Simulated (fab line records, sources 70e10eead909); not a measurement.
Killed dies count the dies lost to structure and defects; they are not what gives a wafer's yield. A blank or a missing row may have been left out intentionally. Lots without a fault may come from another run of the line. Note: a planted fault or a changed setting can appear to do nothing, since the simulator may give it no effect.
Matching of chambers / flow nand-harc / ald-hk-03 running NHARC_A_STAIRCASE_ALD_420: 4 sister chambers
The step deposits SiO2, target thk 20 nm, pulse time 6 s, ald cycles 200. 8 wafers are shown with their chamber, then 10 later ones without.

## WAFERS WITH THEIR CHAMBER
wafer=L080.2; chamber=1; heater-power-w (W)=564; precursor-pulse-height-rel=1.013
wafer=L082.2; chamber=2; heater-power-w (W)=413; precursor-pulse-height-rel=1.013
wafer=L082.6; chamber=0; heater-power-w (W)=528; precursor-pulse-height-rel=0.997
wafer=L081.1; chamber=2; heater-power-w (W)=412; precursor-pulse-height-rel=0.952
wafer=L081.4; chamber=0; heater-power-w (W)=539; precursor-pulse-height-rel=0.981
wafer=L081.6; chamber=3; heater-power-w (W)=568; precursor-pulse-height-rel=0.994
wafer=L084.1; chamber=1; heater-power-w (W)=549; precursor-pulse-height-rel=0.963
wafer=L084.4; chamber=3; heater-power-w (W)=564; precursor-pulse-height-rel=0.981

## WAFERS WITH NO CHAMBER GIVEN
wafer=L084.6; heater-power-w (W)=413; precursor-pulse-height-rel=0.988
wafer=L091.2; heater-power-w (W)=496; precursor-pulse-height-rel=0.958
wafer=L091.4; heater-power-w (W)=512; precursor-pulse-height-rel=0.995
wafer=L091.6; heater-power-w (W)=506; precursor-pulse-height-rel=1.004
wafer=L092.2; heater-power-w (W)=522; precursor-pulse-height-rel=1.047
wafer=L092.3; heater-power-w (W)=519; precursor-pulse-height-rel=0.986
wafer=L092.6; heater-power-w (W)=556; precursor-pulse-height-rel=1.015
wafer=L093.2; heater-power-w (W)=513; precursor-pulse-height-rel=1.016
wafer=L093.3; heater-power-w (W)=565; precursor-pulse-height-rel=1.003
wafer=L093.4; heater-power-w (W)=509; precursor-pulse-height-rel=0.997

## THE CHAMBER EACH PASSED THROUGH
wafer=L084.6; from the rows above=2; in truth=2
wafer=L091.2; from the rows above=0; in truth=0
wafer=L091.4; from the rows above=0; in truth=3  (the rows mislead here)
wafer=L091.6; from the rows above=0; in truth=0
wafer=L092.2; from the rows above=0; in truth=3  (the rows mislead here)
wafer=L092.3; from the rows above=0; in truth=0
wafer=L092.6; from the rows above=can't be placed: 1 or 3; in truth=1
wafer=L093.2; from the rows above=0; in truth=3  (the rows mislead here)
wafer=L093.3; from the rows above=can't be placed: 3 or 1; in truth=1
wafer=L093.4; from the rows above=0; in truth=0
Correctly placed: 5 of 10. Not placeable from these rows: 2 (in 2, the candidates include the true chamber). Wrongly placed: 3.
How it was worked out, from the rows above alone: a wafer's distance from a chamber is the root of the sum, over the readings, of the square of ((its reading less the chamber's mean) divided by the reading's scatter). If the next closest chamber is less than 2 further off than the closest, the wafer can't be placed; otherwise it belongs to the closest. The mean given for a chamber averages the wafers shown for that chamber. The scatter is the square root of a quotient: the sum, over the shown wafers, of each reading's squared deviation from its chamber's mean, divided by wafers minus chambers.
